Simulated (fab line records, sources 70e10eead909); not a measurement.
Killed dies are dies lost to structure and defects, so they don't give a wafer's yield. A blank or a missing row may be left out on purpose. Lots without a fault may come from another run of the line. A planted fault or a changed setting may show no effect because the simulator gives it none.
A struck lot beside a sound one | flow nand_harc | 16 steps out of a route of 1302
Sound: wafers L660.2, L660.3, L660.6. Struck: wafers L652.4, L652.5, L652.6. The cause comes at the end.
At each step with rows: each side's tool, then ch and its chambers, then its first start. Under that, the readings that differ: sound wafers | struck wafers | difference of the means | sigmas: that difference in standard deviations of wafers without a fault.
alike: readings whose means differ by less than 2 such deviations, and words and numbers that are the same on both sides. not compared: withheld readings, readings that some wafer has no value for, bounds like >300 that may hide the same value, and numbers for which the record gives no deviation and whose values overlap.
The two part at a step that has a row with sigmas, a row that says differs or no value, or rows on one side only. Numbers that don't overlap but have no deviation are shown without sigmas and don't part them. A reading that every wafer of one side lacks parts them only if that side has two wafers or more.

first, 2 steps without rows for these wafers: NHARC_A_SOURCE_PLATE_SRD_01; NHARC_A_SOURCE_PLATE_OXIDE_02 (material SiO2, target thk 10 nm, ox time 1362 s).
NHARC_A_SOURCE_PLATE_THK_MEAS_09: measures by ellipsometry.
  sound on film_metro-02, day 16 02:38; struck on film_metro-02, day 13 10:52
  alike: thk_nm
then, 3 steps without rows for these wafers: NHARC_A_SOURCE_PLATE_PVD_04 (deposits WSi2, target thk 50 nm); NHARC_A_SOURCE_PLATE_CVD_03 (deposits poly-Si, target thk 200 nm, time 4000 s); NHARC_A_SOURCE_PLATE_ANNEAL_05 (time 1800 s).
NHARC_A_SOURCE_PLATE_THK_MEAS_06: measures by ellipsometry.
  sound on film_metro-01, day 16 15:59; struck on film_metro-01, day 14 01:42
  alike: thk_nm
NHARC_A_SOURCE_PLATE_INSPECT_08:
  sound on defect_inspect-02, day 16 16:02; struck on defect_inspect-01, day 14 01:46
  alike: raw_defect_count
then, 1 step without rows for these wafers: NHARC_A_ONON_D1_DEP_00 (target thk 1000 nm).
NHARC_A_ONON_D1_THK_MEAS_02: measures by ellipsometry.
  sound on film_metro-01, day 16 16:37; struck on film_metro-02, day 14 02:20
  alike: thk_nm
NHARC_A_ONON_D1_DEP_03: target thk 1000 nm.
  sound on pecvd_onon-01 ch 0, day 16 16:44; struck on pecvd_onon-03, day 14 02:34
  no value came back on the struck wafers for n2_flow_sccm (sccm), n2o_flow_sccm (sccm), sih4_flow_sccm (sccm); on the sound wafers n2_flow_sccm (sccm) reads 2753 2759 2761
then, 4 steps without rows for these wafers: NHARC_A_ONON_D1_DEP_06 (target thk 1000 nm); NHARC_A_ONON_D1_DEP_09 (target thk 1000 nm); NHARC_A_ONON_D1_DEP_12 (target thk 1000 nm); NHARC_A_ONON_D1_ANNEAL_15 (time 3600 s).
-- the record jumps here: 17 days lie between the struck wafers' starts before and after (it left off in module A_ONON_D1 and takes up again in module END, whose first step shown is number 1302 of the route) --
NHARC_END_SORT_01:
  sound on prober-01 ch 0, day 33 04:47; struck on prober-02 ch 0, day 30 21:35
  reading         | sound    | struck      | difference | sigmas
  killed_at_array | 50 39 38 | 671 674 675 | +631       | +35
  killed_at_other | 6 7 3    | 4 1 0       | -4         | -3
  killed_dies     | 60 50 42 | 677 677 677 | +626       | +35
  alike: killed_at_periphery, killed_open, killed_short

WHERE THEY PART
First at NHARC_A_ONON_D1_DEP_03; last, within this record, at NHARC_END_SORT_01.

WHY: what the simulator had put in
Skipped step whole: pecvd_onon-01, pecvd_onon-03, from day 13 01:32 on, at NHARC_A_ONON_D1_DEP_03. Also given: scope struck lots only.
